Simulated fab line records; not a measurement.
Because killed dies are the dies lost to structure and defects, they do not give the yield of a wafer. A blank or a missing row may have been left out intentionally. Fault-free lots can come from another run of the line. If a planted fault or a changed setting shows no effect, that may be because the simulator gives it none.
fab line records	flow n5Finfet
[record] lots = 7	wafers = 21
route steps=1938 shown BEOL_M4@1028 BEOL_M5@1120 BEOL_M6@1221 BEOL_M7@1289 BEOL_M10@1470
startH: hours from the record's opening day to when the first of the lot's shown wafers began	waitH: hours from the lot's prior step to this one	" as in the row above	L1.1+2: a single row standing in for several wafers	- value missing, or start not given	* or withheld: withheld	< > ~ a bound
route shown NAME@n: NAME is a module with steps in the file, n the number in the route of the first one	usual: mean/standard deviation taken from wafers without a fault	same: alike in all rows	chamber/n: place in a boat	sites: the reading at each site	_std_site: how widely they spread, as a standard deviation	_edge_site: mean of outer sites minus mean of inner sites	radiusMm: how far each site lies from the wafer's centre	mask NAME#n: copy n	behind: the tool/chamber that last shaped the wafer	hold: what put the lot on hold/how long, in hours/how the hold closed	device: the transistor (n, p or np) that didn't switch	end of line: tests run on the same wafers once the route is complete	for a step that has no rows: nothing shown but its recipe	killed: count of dies lost to structure and defects at first sort (not the wafer's yield)	map: dies across one wafer; x = killed, . = not, _ = none there
set.NAME: the setting the step ran with; set.NAME@STEP: the setting that earlier step ran with	model.NAME: the simulator's own value behind a step, which no gauge read
lots run with intentionally changed settings; tables by step, rows by wafer
[[steps]]
[step N5_BEOL_M4_COAT_05]
[recipe] resist = CAR-EUV	spinRpm = 1500	resistThkNm = 30
lot.wafer	tool	chamber	startH	waitH	set.spinRpm	model.CAR-EUV_of_BEOL_M4_COAT_05.thkNm
L074.2+3+5	lithoTrack-03	0	-	-	1500	30
L075.3+5	lithoTrack-03	0	-	-	1401	31.2
L075.4	"	0	"	"	1500	30
L078.1+4	lithoTrack-02	0	-	-	1500	29.8
L078.3	"	0	"	"	1455	30.2
L080.1+4+6	lithoTrack-03	0	-	-	1500	30.2
L086.3	lithoTrack-03	0	-	-	1633	28.8
L086.5+6	"	0	"	"	1500	30.2
L091.1+4	lithoTrack-03	0	-	-	1439	30.6
L091.2	"	0	"	"	1500	30
L097.1+3+5	lithoTrack-02	0	-	-	1500	29.8
[step N5_BEOL_M4_EBR_07]
[recipe] solvent = PGMEA	ebrWidthMm = 1.5
[step N5_BEOL_M4_SOFTBAKE_06]
[recipe] tempC = 110	timeS = 60	resist = CAR-EUV
[step N5_BEOL_M4_EXPOSE_08]
[recipe] maskId = M4	na = 0.33	sourceShape = dipole	sigmaInner = 0.369	sigmaOuter = 0.767	polarization = unpolarized	doseMj = 41.25
[step N5_BEOL_M4_PEB_09]
[recipe] pebTempC = 100	pebTimeS = 60	resist = CAR-EUV
[step N5_BEOL_M4_DEVELOP_10]
[recipe] developTimeS = 30	developer = TMAH	resist = CAR-EUV	rinseLiquid = surfactantRinse	dry = airSpin	devTempC = 23
lot.wafer	tool	chamber	startH	waitH	set.spinRpm@BEOL_M4_COAT_05	model.CAR-EUV_of_BEOL_M4_COAT_05.thkNm
L074.2+3	lithoTrack-02	0	-	-	1500	29.4
L074.5	"	0	"	"	1500	29.6
L075.3	lithoTrack-03	0	-	-	1401	30.6
L075.4	"	0	"	"	1500	29.6
L075.5	"	0	"	"	1401	30.8
L078.1+4	lithoTrack-02	0	-	-	1500	29.4
L078.3	"	0	"	"	1455	29.8
L080.1	lithoTrack-03	0	-	-	1500	29.6
L080.4+6	"	0	"	"	1500	29.8
L086.3	lithoTrack-03	0	-	-	1633	28.4
L086.5+6	"	0	"	"	1500	29.6
L091.1+4	lithoTrack-05	0	-	-	1439	30.2
L091.2	"	0	"	"	1500	29.4
L097.1+3+5	lithoTrack-03	0	-	-	1500	29.4
[step N5_BEOL_M4_DESCUM_16]
[recipe] chemistry = O2	timeS = 7	sourcePowerW = 50	biasPowerW = 20	pressureMtorr = 20	rfFrequencyHz = 2.712e+07	tempC = 40	resist = CAR-EUV	o2FlowSccm = 225
lot.wafer	tool	chamber	startH	waitH	set.spinRpm@BEOL_M4_COAT_05	model.CAR-EUV_of_BEOL_M4_COAT_05.thkNm
L074.2+3+5	rieDiel-02	0,1,0	154.45	0.0	1500	26
L075.3+5	rieDiel-02	3,2	165.33	0.0	1401	27.2
L075.4	"	2	"	"	1500	26.2
L078.1+4	rieDiel-04	0,2	179.73	0.0	1500	26
L078.3	"	3	"	"	1455	26.4
L080.1+4	rieDiel-04	2	194.28	0.7	1500	26.2
L080.6	"	0	"	"	1500	26.4
L086.3	rieDiel-04	3	225.66	0.1	1633	25
L086.5+6	"	0,2	"	"	1500	26.2
L091.1+4	rieDiel-05	1,0	251.97	0.0	1439	26.6
L091.2	"	2	"	"	1500	26
L097.1	rieDiel-02	2	300.20	0.1	1500	26
L097.3+5	"	0	"	"	1500	25.8
[step N5_BEOL_M4_ETCH_74]
[recipe] chemistry = N2/H2	target = underlayer	targetDepthA = 65	maskMaterial = CAR-EUV	timeS = 5.2	ionEnergyEv = 200	pressureMtorr = 30	sourceW = 840	biasW = 150	n2FlowSccm = 200	h2FlowSccm = 200	ends = cleared
lot.wafer	tool	chamber	startH	waitH	set.spinRpm@BEOL_M4_COAT_05	model.CAR-EUV_of_BEOL_M4_COAT_05.thkNm
L074.2	rieDiel-02	0	154.48	0.0	1500	20
L074.3	"	1	"	"	1500	20.4
L074.5	"	0	"	"	1500	20.2
L075.3+5	rieDiel-02	3,2	165.36	0.0	1401	21.4
L075.4	"	2	"	"	1500	20.4
L078.1+4	rieDiel-04	0,2	179.77	0.0	1500	20.2
L078.3	"	3	"	"	1455	20.8
L080.1+4	rieDiel-04	2	194.32	0.0	1500	20.4
L080.6	"	0	"	"	1500	20.6
L086.3	rieDiel-04	3	225.70	0.0	1633	19.4
L086.5+6	"	0,2	"	"	1500	20.4
L091.1	rieDiel-05	1	252.00	0.0	1439	21
L091.2	"	2	"	"	1500	20.4
L091.4	"	0	"	"	1439	20.8
L097.1	rieDiel-02	2	300.24	0.0	1500	20.2
L097.3+5	"	0	"	"	1500	20
[step N5_BEOL_M5_COAT_05]
[recipe] resist = CAR-EUV	spinRpm = 1500	resistThkNm = 30
lot.wafer	tool	chamber	startH	waitH	set.spinRpm	model.CAR-EUV_of_BEOL_M5_COAT_05.thkNm
L074.2	lithoTrack-04	0	-	-	1561	29.4
L074.3+5	"	0	"	"	1500	30
L075.3+5	lithoTrack-05	0	-	-	1404	30.8
L075.4	"	0	"	"	1500	29.8
L078.1+3+4	lithoTrack-05	0	-	-	1500	29.8
L080.1+6	lithoTrack-04	0	-	-	1358	31.6
L080.4	"	0	"	"	1500	30
L086.3+5+6	lithoTrack-05	0	-	-	1500	30
L091.1	lithoTrack-04	0	-	-	1421	30.8
L091.2	"	0	"	"	1500	29.8
L091.4	"	0	"	"	1500	30
L097.1+5	lithoTrack-01	0	-	-	1500	30.2
L097.3	"	0	"	"	1500	30
[step N5_BEOL_M6_COAT_22]
[recipe] resist = CAR-EUV	spinRpm = 1500	resistThkNm = 30
lot.wafer	tool	chamber	startH	waitH	set.spinRpm	model.CAR-EUV_of_BEOL_M6_COAT_22.thkNm
L074.2+5	lithoTrack-02	0	-	-	1587	29.2
L074.3	"	0	"	"	1500	30
L075.3+4	lithoTrack-02	0	-	-	1500	30
L075.5	"	0	"	"	1602	29
L078.1	lithoTrack-02	0	-	-	1416	30.6
L078.3	"	0	"	"	1500	29.8
L078.4	"	0	"	"	1500	30
L080.1+4+6	lithoTrack-02	0	-	-	1500	29.8
L086.3+5+6	lithoTrack-02	0	-	-	1500	29.8
L091.1+2+4	lithoTrack-02	0	-	-	1547	29.4
L097.1+3+5	lithoTrack-02	0	-	-	1500	30
[step N5_BEOL_M6_EBR_24]
[recipe] solvent = PGMEA	ebrWidthMm = 1.5
[step N5_BEOL_M6_SOFTBAKE_23]
[recipe] tempC = 110	timeS = 60	resist = CAR-EUV
[step N5_BEOL_M6_DESCUM_33]
[recipe] chemistry = O2	timeS = 7	sourcePowerW = 50	biasPowerW = 20	pressureMtorr = 20	rfFrequencyHz = 2.712e+07	tempC = 40	resist = CAR-EUV	o2FlowSccm = 225
lot.wafer	tool	chamber	startH	waitH	set.spinRpm@BEOL_M6_COAT_22	model.CAR-EUV_of_BEOL_M6_COAT_22.thkNm
L074.2+5	rieDiel-02	0,2	178.33	0.0	1587	25.2
L074.3	"	2	"	"	1500	26
L075.3	rieDiel-05	3	192.99	0.1	1500	25.8
L075.4	"	2	"	"	1500	26.2
L075.5	"	1	"	"	1602	25.2
L078.1	rieDiel-02	1	203.13	0.0	1416	26.8
L078.3+4	"	2,3	"	"	1500	26
L080.1+4	rieDiel-02	0	223.09	0.0	1500	25.8
L080.6	"	3	"	"	1500	26
L086.3+5	rieDiel-02	2,1	255.78	0.0	1500	26
L086.6	"	2	"	"	1500	25.8
L091.1	rieDiel-05	0	287.87	0.0	1547	25.4
L091.2+4	"	2,1	"	"	1547	25.6
L097.1+3+5	rieDiel-04	0,1,1	329.24	0.0	1500	26
[step N5_BEOL_M6_ETCH_66]
[recipe] chemistry = N2/H2	target = SOC	targetDepthA = 800	overetchA = 160	maskMaterial = SiARC	tempC = 40	timeS = 120	ionEnergyEv = 200	pressureMtorr = 30	sourceW = 840	biasW = 150	n2FlowSccm = 200	h2FlowSccm = 200
[usual] rfVppV = 523.6/2.9
lot.wafer	tool	chamber	startH	waitH	set.biasW	rfVppV
L074.2	rieDiel-02	0	178.41	0.0	138	492.4
L074.3	"	2	"	"	150	523.2
L074.5	"	2	"	"	138	494.0
L075.3	rieDiel-05	3	193.07	0.0	150	522.0
L075.4	"	2	"	"	163.6	546.9
L075.5	"	1	"	"	150	525.6
L078.1	rieDiel-02	1	203.21	0.0	133.9	489.5
L078.3	"	2	"	"	133.9	487.0
L078.4	"	3	"	"	150	522.1
L080.1	rieDiel-02	0	223.17	0.0	162.9	548.4
L080.4	"	0	"	"	150	519.2
L080.6	"	3	"	"	162.9	550.9
L086.3	rieDiel-02	2	255.86	0.0	150	522.3
L086.5	"	1	"	"	150	523.5
L086.6	"	2	"	"	150	523.4
L091.1	rieDiel-05	0	287.95	0.0	156.8	539.7
L091.2	"	2	"	"	156.8	532.1
L091.4	"	1	"	"	150	526.4
L097.1	rieDiel-04	0	329.32	0.0	150	526.1
L097.3	"	1	"	"	150	525.3
L097.5	"	1	"	"	150	524.3
[step N5_BEOL_M7_COAT_71]
[recipe] resist = underlayer	tempC = 205	timeS = 60	spinRpm = 1500	resistThkNm = 5
lot.wafer	tool	chamber	startH	waitH	set.spinRpm
L074.2+3	lithoTrack-01	0	-	-	1662
L074.5	"	0	"	"	1500
L075.3+4+5	lithoTrack-01	0	-	-	1500
L078.1+3	lithoTrack-02	0	-	-	1500
L078.4	"	0	"	"	1641
L080.1+6	lithoTrack-05	0	-	-	1500
L080.4	"	0	"	"	1592
L086.3+6	lithoTrack-05	0	-	-	1385
L086.5	"	0	"	"	1500
L091.1+4	lithoTrack-01	0	-	-	1424
L091.2	"	0	"	"	1500
L097.1+3+5	lithoTrack-02	0	-	-	1500
[step N5_BEOL_M7_COAT_22]
[recipe] resist = CAR-EUV	spinRpm = 1500	resistThkNm = 30
[step N5_BEOL_M7_EBR_24]
[recipe] solvent = PGMEA	ebrWidthMm = 1.5
[step N5_BEOL_M7_DESCUM_33]
[recipe] chemistry = O2	timeS = 7	sourcePowerW = 50	biasPowerW = 20	pressureMtorr = 20	rfFrequencyHz = 2.712e+07	tempC = 40	resist = CAR-EUV	o2FlowSccm = 225
[step N5_BEOL_M7_ETCH_72]
[recipe] chemistry = N2/H2	target = underlayer	targetDepthA = 65	maskMaterial = CAR-EUV	timeS = 5.2	ionEnergyEv = 200	pressureMtorr = 30	sourceW = 840	biasW = 150	n2FlowSccm = 200	h2FlowSccm = 200	ends = cleared
lot.wafer	tool	chamber	startH	waitH	set.spinRpm@BEOL_M7_COAT_71	model.etch.depthNm
L074.2	rieDiel-06	0	184.97	0.0	1662	4.75
L074.3	"	1	"	"	1662	4.734
L074.5	"	2	"	"	1500	5.003
L075.3	rieDiel-03	3	199.52	0.0	1500	4.958
L075.4	"	1	"	"	1500	4.972
L075.5	"	3	"	"	1500	4.969
L078.1	rieDiel-03	0	212.03	0.0	1500	4.965
L078.3	"	1	"	"	1500	4.952
L078.4	"	3	"	"	1641	4.757
L080.1	rieDiel-03	0	231.14	0.0	1500	4.981
L080.4	"	2	"	"	1592	4.837
L080.6	"	1	"	"	1500	5
L086.3	rieDiel-06	2	262.98	0.0	1385	5.198
L086.5	"	0	"	"	1500	5.007
L086.6	"	1	"	"	1385	5.213
L091.1	rieDiel-03	2	295.72	0.0	1424	5.137
L091.2	"	0	"	"	1500	4.992
L091.4	"	3	"	"	1424	5.128
L097.1	rieDiel-03	2	337.48	0.0	1500	5.008
L097.3	"	0	"	"	1500	5.002
L097.5	"	1	"	"	1500	5.004
[step N5_BEOL_M7_ETCH_66]
[recipe] chemistry = N2/H2	target = SOC	targetDepthA = 800	overetchA = 160	maskMaterial = SiARC	tempC = 40	timeS = 120	ionEnergyEv = 200	pressureMtorr = 30	sourceW = 840	biasW = 150	n2FlowSccm = 200	h2FlowSccm = 200
[usual] rfVppV = 523/3.2
lot.wafer	tool	chamber	startH	waitH	set.biasW	rfVppV	model.SiARC_of_BEOL_M7_COAT_64.thkNm
L074.2	rieDiel-06	0	185.01	0.0	150	519	6.4
L074.3	"	1	"	"	150	527	6.6
L074.5	"	2	"	"	165.8	558	5.6
L075.3	rieDiel-03	3	199.57	0.0	135.9	490	6.8
L075.4	"	1	"	"	150	521	6.4
L075.5	"	3	"	"	135.9	491	7
L078.1	rieDiel-03	0	212.07	0.0	150	526	6.4
L078.3	"	1	"	"	150	520	6.4
L078.4	"	3	"	"	150	520	6.2
L080.1	rieDiel-03	0	231.18	0.0	150	526	6.4
L080.4	"	2	"	"	134	491	7.2
L080.6	"	1	"	"	134	482	7.2
L086.3	rieDiel-06	2	263.03	0.0	162.5	550	5.4
L086.5	"	0	"	"	162.5	546	5.6
L086.6	"	1	"	"	162.5	554	6
L091.1	rieDiel-03	2	295.76	0.0	150	526	6.4
L091.2	"	0	"	"	150	527	6.6
L091.4	"	3	"	"	143.2	505	6.6
L097.1	rieDiel-03	2	337.53	0.0	150	526	6.4
L097.3	"	0	"	"	150	527	6.6
L097.5	"	1	"	"	150	519	6.4
[step N5_BEOL_M7_ETCH_41]
[recipe] chemistry = CH3F/O2	target = SiCN	targetDepthA = 319	taperDeg = 2	timeS = 57.8	ionEnergyEv = 120	maskMaterial = TiN	pressureMtorr = 30	sourceW = 395	biasW = 75	Ar_flow_sccm = 150	CH3F_flow_sccm = 30	O2_flow_sccm = 20
[usual] rfVppV = 297.0/1.9
lot.wafer	tool	chamber	startH	waitH	set.sourceW	rfVppV
L074.2	rieDiel-06	0	-	-	416.2	290.5
L074.3	"	1	"	"	416.2	294.2
L074.5	"	2	"	"	416.2	291.2
L075.3	rieDiel-03	3	-	-	327.9	314.2
L075.4	"	1	"	"	395	295.6
L075.5	"	3	"	"	395	295.5
L078.1	rieDiel-03	0	-	-	395	298.9
L078.3	"	1	"	"	395	294.4
L078.4	"	3	"	"	395	297.8
L080.1	rieDiel-03	0	-	-	395	298.0
L080.4	"	2	"	"	395	298.3
L080.6	"	1	"	"	357	306.1
L086.3	rieDiel-06	2	-	-	443	286.7
L086.5	"	0	"	"	395	296.5
L086.6	"	1	"	"	443	288.0
L091.1	rieDiel-03	2	-	-	395	299.9
L091.2	"	0	"	"	433.3	289.9
L091.4	"	3	"	"	395	296.7
L097.1	rieDiel-03	2	-	-	395	298.3
L097.3	"	0	"	"	395	298.1
L097.5	"	1	"	"	395	294.4
[step N5_BEOL_M10_ILD_DEP_00]
[recipe] material = SiCOH_lowk	targetThkA = 3085.1	tempC = 300	precursor = DEMS/porogen	pressureTorr = 5	rfW = 500	timeS = 58
lot.wafer	tool	chamber	startH	waitH	set.timeS	model.SiCOH_lowk_of_BEOL_M10_ILD_DEP_00.thkNm
L074.2	pecvd-03	0	202.40	0.0	58	303.4
L074.3	"	0	"	"	58	308
L074.5	"	1	"	"	51.78	273.6
L075.3	pecvd-04	1	217.29	0.0	58	307.6
L075.4	"	0	"	"	49.86	279
L075.5	"	1	"	"	58	314.4
L078.1	pecvd-01	1	233.80	0.0	58	307.8
L078.3	"	2	"	"	58	314.4
L078.4	"	2	"	"	58	316.8
L080.1	pecvd-03	1	253.17	0.0	51.91	275.6
L080.4	"	2	"	"	51.91	284.2
L080.6	"	1	"	"	58	310.2
L086.3	pecvd-01	0	282.35	0.0	58	307.4
L086.5	"	2	"	"	58	312.2
L086.6	"	1	"	"	58	303.6
L091.1	pecvd-04	2	315.65	0.0	58	311.4
L091.2	"	1	"	"	58	307.2
L091.4	"	1	"	"	58	315.4
L097.1	pecvd-04	2	359.55	0.0	58	310
L097.3	"	1	"	"	58	305.8
L097.5	"	1	"	"	58	310.6
[step N5_BEOL_M10_CURE_71]
[recipe] tempC = 385	timeS = 240	ambient = He/Ar	material = SiCOH_lowk
lot.wafer	tool	chamber	startH	waitH	set.timeS@BEOL_M10_ILD_DEP_00	model.SiCOH_lowk_of_BEOL_M10_ILD_DEP_00.thkNm
L074.2	uvCure-03	0	202.58	0.2	58	263.4
L074.3	"	0	"	"	58	267.4
L074.5	"	0	"	"	51.78	237.2
L075.3	uvCure-02	0	217.52	0.2	58	267.2
L075.4	"	0	"	"	49.86	242
L075.5	"	0	"	"	58	273.2
L078.1	uvCure-01	2	233.88	0.0	58	267.4
L078.3	"	2	"	"	58	273.2
L078.4	"	2	"	"	58	275.4
L080.1	uvCure-02	2	253.25	0.0	51.91	239
L080.4	"	2	"	"	51.91	246.6
L080.6	"	2	"	"	58	269.6
L086.3	uvCure-02	1	282.59	0.2	58	267
L086.5	"	1	"	"	58	271.2
L086.6	"	1	"	"	58	263.6
L091.1	uvCure-01	2	315.73	0.0	58	270.6
L091.2	"	2	"	"	58	266.8
L091.4	"	2	"	"	58	274.2
L097.1	uvCure-03	2	359.72	0.1	58	269.4
L097.3	"	2	"	"	58	265.6
L097.5	"	2	"	"	58	269.8
[step N5_BEOL_M10_THK_MEAS_01]
[recipe] reads = SiCOH_lowk_of_BEOL_M10_ILD_DEP_00
[usual] M10_ILD_THK = 270/3.8
lot.wafer	tool	chamber	startH	waitH	set.timeS@BEOL_M10_ILD_DEP_00	M10_ILD_THK[nm]
L074.2	filmMetro-02	-	203.02	0.4	58	264
L074.3	"	-	"	"	58	268
L074.5	"	-	"	"	51.78	237
L075.3	filmMetro-01	-	217.88	0.3	58	267
L075.4	"	-	"	"	49.86	242
L075.5	"	-	"	"	58	273
L078.1	filmMetro-02	-	234.39	0.4	58	267
L078.3	"	-	"	"	58	273
L078.4	"	-	"	"	58	275
L080.1	filmMetro-01	-	253.76	0.4	51.91	239
L080.4	"	-	"	"	51.91	247
L080.6	"	-	"	"	58	270
L086.3	filmMetro-02	-	282.94	0.3	58	267
L086.5	"	-	"	"	58	271
L086.6	"	-	"	"	58	264
L091.1	filmMetro-01	-	316.24	0.4	58	271
L091.2	"	-	"	"	58	267
L091.4	"	-	"	"	58	274
L097.1	filmMetro-01	-	360.23	0.4	58	269
L097.3	"	-	"	"	58	265
L097.5	"	-	"	"	58	270
[step N5_BEOL_M10_ETCH_62]
[recipe] chemistry = N2/H2	target = SOC	targetDepthA = 1100	overetchA = 220	maskMaterial = SiARC	tempC = 40	timeS = 165	ionEnergyEv = 200	pressureMtorr = 30	sourceW = 840	biasW = 150	n2FlowSccm = 200	h2FlowSccm = 200
lot.wafer	tool	chamber	startH	waitH	set.timeS	model.SiARC_of_BEOL_M10_COAT_60.thkNm
L074.2	rieDiel-04	0	204.37	0.0	165	23.8
L074.3	"	2	"	"	177	23.4
L074.5	"	3	"	"	177	23.2
L075.3	rieDiel-02	3	219.44	0.0	165	24.2
L075.4	"	1	"	"	165	23.8
L075.5	"	3	"	"	165	24
L078.1	rieDiel-04	3	236.86	0.0	176.6	23.2
L078.3	"	2	"	"	165	24
L078.4	"	3	"	"	165	23.6
L080.1	rieDiel-04	3	257.10	0.0	194.3	22.4
L080.4	"	0	"	"	165	23.6
L080.6	"	3	"	"	194.3	22.6
L086.3	rieDiel-05	1	283.71	0.0	138.5	24.8
L086.5	"	0	"	"	138.5	24.6
L086.6	"	1	"	"	165	23.8
L091.1	rieDiel-04	2	318.23	0.1	165	23.8
L091.2	"	0	"	"	130.4	25
L091.4	"	0	"	"	165	23.6
L097.1	rieDiel-04	2	363.64	0.0	165	24
L097.3+5	"	0,1	"	"	165	23.6
[step N5_BEOL_M10_COAT_22]
[recipe] resist = CAR-ArF	spinRpm = 1500	resistThkNm = 90
lot.wafer	tool	chamber	startH	waitH	set.spinRpm	model.CAR-ArF_of_BEOL_M10_COAT_22.thkNm
L074.2+3	lithoTrack-05	0	-	-	1500	90
L074.5	"	0	"	"	1500	89.8
L075.3	lithoTrack-01	0	-	-	1500	89.8
L075.4	"	0	"	"	1500	90
L075.5	"	0	"	"	1547	88.6
L078.1+4	lithoTrack-04	0	-	-	1650	86
L078.3	"	0	"	"	1500	90.2
L080.1	lithoTrack-01	0	-	-	1500	89.6
L080.4	"	0	"	"	1335	95
L080.6	"	0	"	"	1335	95.2
L086.3	lithoTrack-01	0	-	-	1500	90.8
L086.5	"	0	"	"	1500	90.2
L086.6	"	0	"	"	1500	90.4
L091.1	lithoTrack-04	0	-	-	1500	89.8
L091.2	"	0	"	"	1500	90
L091.4	"	0	"	"	1607	86.8
L097.1	lithoTrack-05	0	-	-	1500	90.4
L097.3	"	0	"	"	1500	90.6
L097.5	"	0	"	"	1500	90.2
[step N5_BEOL_M10_EBR_24]
[recipe] solvent = PGMEA	ebrWidthMm = 1.5
[step N5_BEOL_M10_SOFTBAKE_23]
[recipe] tempC = 110	timeS = 60	resist = CAR-ArF
[step N5_BEOL_M10_EXPOSE_25]
[recipe] maskId = V9	na = 1.35	sourceShape = annular	sigmaInner = 0.5	sigmaOuter = 0.8	polarization = unpolarized	doseMj = 85.5
[step N5_BEOL_M10_PEB_26]
[recipe] pebTempC = withheld	pebTimeS = 60	resist = CAR-ArF
[step N5_BEOL_M10_DEVELOP_27]
[recipe] developTimeS = 30	developer = TMAH	resist = CAR-ArF	rinseLiquid = diw	dry = airSpin	devTempC = 23
lot.wafer	tool	chamber	startH	waitH	set.spinRpm@BEOL_M10_COAT_22	model.CAR-ArF_of_BEOL_M10_COAT_22.thkNm
L074.2	lithoTrack-04	0	-	-	1500	88.4
L074.3+5	"	0	"	"	1500	88.2
L075.3	lithoTrack-05	0	-	-	1500	88
L075.4	"	0	"	"	1500	88.2
L075.5	"	0	"	"	1547	87
L078.1+4	lithoTrack-05	0	-	-	1650	84.4
L078.3	"	0	"	"	1500	88.4
L080.1	lithoTrack-01	0	-	-	1500	87.8
L080.4+6	"	0	"	"	1335	93.4
L086.3	lithoTrack-05	0	-	-	1500	89
L086.5	"	0	"	"	1500	88.6
L086.6	"	0	"	"	1500	88.8
L091.1	lithoTrack-05	0	-	-	1500	88
L091.2	"	0	"	"	1500	88.4
L091.4	"	0	"	"	1607	85
L097.1	lithoTrack-01	0	-	-	1500	88.8
L097.3	"	0	"	"	1500	89
L097.5	"	0	"	"	1500	88.6
[[key]]
[split] step = N5_BEOL_M4_COAT_05	setting = spinRpm	stated = 1500	by = wafer
[response] step = N5_BEOL_M4_COAT_05	reading = model.CAR-EUV_of_BEOL_M4_COAT_05.thkNm	change = -0.162	per = 1%	r = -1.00
[response] step = N5_BEOL_M4_DEVELOP_10	reading = model.CAR-EUV_of_BEOL_M4_COAT_05.thkNm	change = -0.151	per = 1%	r = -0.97
[response] step = N5_BEOL_M4_DESCUM_16	reading = model.CAR-EUV_of_BEOL_M4_COAT_05.thkNm	change = -0.141	per = 1%	r = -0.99
[response] step = N5_BEOL_M4_ETCH_74	reading = model.CAR-EUV_of_BEOL_M4_COAT_05.thkNm	change = -0.131	per = 1%	r = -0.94
[split] step = N5_BEOL_M5_COAT_05	setting = spinRpm	stated = 1500	by = wafer
[response] step = N5_BEOL_M5_COAT_05	reading = model.CAR-EUV_of_BEOL_M5_COAT_05.thkNm	change = -0.164	per = 1%	r = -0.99
[split] step = N5_BEOL_M6_COAT_22	setting = spinRpm	stated = 1500	by = wafer
[response] step = N5_BEOL_M6_COAT_22	reading = model.CAR-EUV_of_BEOL_M6_COAT_22.thkNm	change = -0.138	per = 1%	r = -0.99
[response] step = N5_BEOL_M6_DESCUM_33	reading = model.CAR-EUV_of_BEOL_M6_COAT_22.thkNm	change = -0.131	per = 1%	r = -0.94
[split] step = N5_BEOL_M6_ETCH_66	setting = biasW	stated = 150	by = wafer
[response] step = N5_BEOL_M6_ETCH_66	reading = rfVppV	change = +3.14	per = 1%	r = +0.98
[split] step = N5_BEOL_M7_COAT_71	setting = spinRpm	stated = 1500	by = wafer
[response] step = N5_BEOL_M7_ETCH_72	reading = model.etch.depthNm	change = -0.0241	per = 1%	r = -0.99
[split] step = N5_BEOL_M7_ETCH_66	setting = biasW	stated = 150	by = wafer
[response] step = N5_BEOL_M7_ETCH_66	reading = rfVppV	change = +3.49	per = 1%	r = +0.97
[response] step = N5_BEOL_M7_ETCH_66	reading = model.SiARC_of_BEOL_M7_COAT_64.thkNm	change = -0.0694	per = 1%	r = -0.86
[split] step = N5_BEOL_M7_ETCH_41	setting = sourceW	stated = 395	by = wafer
[response] step = N5_BEOL_M7_ETCH_41	reading = rfVppV	change = -0.94	per = 1%	r = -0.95
[split] step = N5_BEOL_M10_ILD_DEP_00	setting = timeS	stated = 58	by = wafer
[response] step = N5_BEOL_M10_ILD_DEP_00	reading = model.SiCOH_lowk_of_BEOL_M10_ILD_DEP_00.thkNm	change = +2.63	per = 1%	r = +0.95
[response] step = N5_BEOL_M10_CURE_71	reading = model.SiCOH_lowk_of_BEOL_M10_ILD_DEP_00.thkNm	change = +2.32	per = 1%	r = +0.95
[response] step = N5_BEOL_M10_THK_MEAS_01	reading = M10_ILD_THK	change = +2.32	per = 1%	r = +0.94
[split] step = N5_BEOL_M10_ETCH_62	setting = timeS	stated = 165	by = wafer
[response] step = N5_BEOL_M10_ETCH_62	reading = model.SiARC_of_BEOL_M10_COAT_60.thkNm	change = -0.062	per = 1%	r = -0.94
[split] step = N5_BEOL_M10_COAT_22	setting = spinRpm	stated = 1500	by = wafer
[response] step = N5_BEOL_M10_COAT_22	reading = model.CAR-ArF_of_BEOL_M10_COAT_22.thkNm	change = -0.457	per = 1%	r = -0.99
[response] step = N5_BEOL_M10_DEVELOP_27	reading = model.CAR-ArF_of_BEOL_M10_COAT_22.thkNm	change = -0.454	per = 1%	r = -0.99
